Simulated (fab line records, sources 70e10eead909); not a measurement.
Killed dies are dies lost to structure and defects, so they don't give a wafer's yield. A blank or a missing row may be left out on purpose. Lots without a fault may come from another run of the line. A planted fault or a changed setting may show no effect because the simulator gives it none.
Problem report in the 8D (eight disciplines) form, filled by code | flow nand_harc | the parts of the form that need people (team, actions taken, sign-off) are left out

1. THE PROBLEM
thk_nm at NHARC_A_ONON_D1_THK_MEAS_30 reads a mean of 1534 nm on 6 wafers of 2 lots; wafers without a fault read 1001 nm with a standard deviation of 11. That is +48 standard deviations from the usual mean.
The step: measures by ellipsometry.
First seen on wafer L217.2, day 14 08:48, on film_metro-02. The record holds 39 wafers of 13 lots with a number at this step. Rule for "out", or "out of limits": more than 4 standard deviations from the usual mean. The other wafers with a number count as sound.

2. WHAT IT IS AND WHAT IT IS NOT
question                    | is                     | is not
which readings at this step | thk_nm                 | -
which lots                  | L217, L218             | L202, L204, L205, L206, L209, L210, L211, L212, L223, L224, L225
which wafers of those lots  | all that have a number | -
read on which gauges        | film_metro-02          | film_metro-01
when                        | from day 14 08:48      | up to then (24 sound wafers); but 9 sound wafers of L223, L224, L225 came after

3. SUSPECTS, AND WHAT RULES EACH OUT
Counting: a tool at a process step up to the reading stays a suspect if it ran every lot that is out and no sound lot after the first of them.
- the gauge at NHARC_A_ONON_D1_THK_MEAS_30: kept. All the wafers that are out were read on film_metro-02, and no step on other tools shows them out.
- rie_diel-10 at NHARC_A_ZERO_WELL_DESCUM_12 (chemistry O2, time 3 s): ruled out as a lasting fault. Sound lots L224 ran on it after its first lot that is out, L217 (day 12 21:43).
- pecvd_onon-03 at NHARC_A_ONON_D1_DEP_28 (target thk 1000 nm): kept. It ran every lot that is out, first L217 (day 14 08:20), and no sound lot after that; its last sound lot up to then is L211 (day 12 08:07).
Left after counting: pecvd_onon-03 at NHARC_A_ONON_D1_DEP_28, film_metro-02 at NHARC_A_ONON_D1_THK_MEAS_30.

4. THE CAUSE (what the simulator had put in)
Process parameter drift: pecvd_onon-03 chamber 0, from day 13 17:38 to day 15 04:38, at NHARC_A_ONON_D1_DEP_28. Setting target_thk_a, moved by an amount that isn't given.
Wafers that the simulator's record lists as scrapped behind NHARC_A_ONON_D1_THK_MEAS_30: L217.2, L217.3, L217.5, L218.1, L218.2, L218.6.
Counting left 2 suspects, and this tool is among them.

5. THE CHAIN OF EFFECTS, in route order
Each row: a reading whose mean over the struck wafers that have a number lies more than 3 standard deviations from the usual. Only readings for which the record gives a usual standard deviation are gone through. hours: the time from each lot's start at the first step in this table that gives one to its start at this step, as a median over the lots. sigmas: the change in usual standard deviations.
hours | step                        | reading | usual   | on struck wafers | change | sigmas
0     | NHARC_A_ONON_D1_THK_MEAS_30 | thk_nm  | 1001 nm | 1534             | +533   | +48

6. WHAT WOULD HAVE CAUGHT IT SOONER
In this record the first reading out of limits at a measuring or inspecting step was taken at day 14 08:48, 15 hours after the fault began at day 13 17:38.
Of the lots that are out (2), L218 began NHARC_A_ONON_D1_DEP_28 on pecvd_onon-03 after day 14 08:48. A hold on the tool at that time would have spared it.
